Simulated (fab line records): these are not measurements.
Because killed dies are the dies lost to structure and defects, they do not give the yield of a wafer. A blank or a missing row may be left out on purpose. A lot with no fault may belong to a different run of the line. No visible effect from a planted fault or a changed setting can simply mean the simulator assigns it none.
Problem report, 8D (eight disciplines) form, completed by code ; flow nandHarc ; the parts of the form that need people (team, actions taken, sign-off) are left out

1. THE ISSUE
Mean of heaterPowerTotalW at NHARC_A_M1_PEB_07: 162.0 W across 3 wafers in 2 lots; on wafers with no fault it is 156.6 W (standard deviation 0.43). That is +12 standard deviations from the usual mean.
The step: peb time 65 s.
Seen first at day 30 14:38 on lithoTrack-04, wafer L994.1. Wafers with a number at this step in the record: 36, from 12 lots. The rule behind "out" and "out of limits": a value lying over 4 standard deviations away from the usual mean. The rest of the wafers with a number are treated as sound.

2. WHAT IT IS; WHAT IT IS NOT
question;is;is not
which readings at this step;heaterPowerTotalW;-
which lots;L994, L997;L976, L977, L978, L979, L980, L981, L984, L987, L998, L999
which wafers of those lots;L994.1, L994.2, L997.2;L994.6, L997.3, L997.6
read on which tools;lithoTrack-04;lithoTrack-01, lithoTrack-06
when;from day 30 14:38;"up to then (25 sound wafers); but 8 sound wafers of L997, L998, L999 came after"

3. SUSPECTS, AND WHAT RULES EACH OUT
Counting: a tool at a process step up to the reading stays a suspect if it ran every lot that is out. Sound lots after the first of them don't rule it out here, since some wafers of a struck lot are sound.
- lithoTrack-04 at NHARC_A_M1_PEB_07 (peb time 65 s): kept. It ran every lot that is out, first L994 (day 30 14:38); its last sound lot up to then is L987 (day 27 21:50). Its own heaterPowerTotalW readings are out on those wafers.
Left after counting: lithoTrack-04 at NHARC_A_M1_PEB_07.

4. THE CAUSE (what the simulator had put in)
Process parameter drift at NHARC_A_M1_PEB_07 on lithoTrack-04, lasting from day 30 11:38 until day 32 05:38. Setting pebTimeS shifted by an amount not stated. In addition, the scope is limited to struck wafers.
After counting, this tool was the only one left.

5. THE CHAIN OF EFFECTS, in route order
Rows list readings where the struck wafers' mean (over those with a number) sits beyond 3 standard deviations from the usual. Only readings for which the record gives a usual standard deviation are gone through. hours: the time from each lot's start at the first step in this table that gives one to its start at this step, as a median over the lots. sigmas: the change in usual standard deviations.
hours;step;reading;usual;on struck wafers;change;sigmas
0;NHARC_A_M1_PEB_07;heaterPowerTotalW;156.6 W;162.0;+5.4;+12
0;NHARC_A_M1_CD_MEAS_09;cdNm;120.1 nm;117.6;-2.5;-3.4
Process steps it contains:
- NHARC_A_M1_PEB_07: peb time 65 s.
Readings that are blank on the struck wafers while sound wafers have them: plateTempC at NHARC_A_M1_PEB_07.
At these later measuring or inspecting steps, every struck wafer for which the step has a row has a number for every such reading, and none has moved that far: NHARC_END_SORT_01.

6. HOW IT WOULD HAVE BEEN CAUGHT EARLIER
In this record no reading fell out of limits until day 30 14:38, 3 hours after the fault had begun at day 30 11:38.
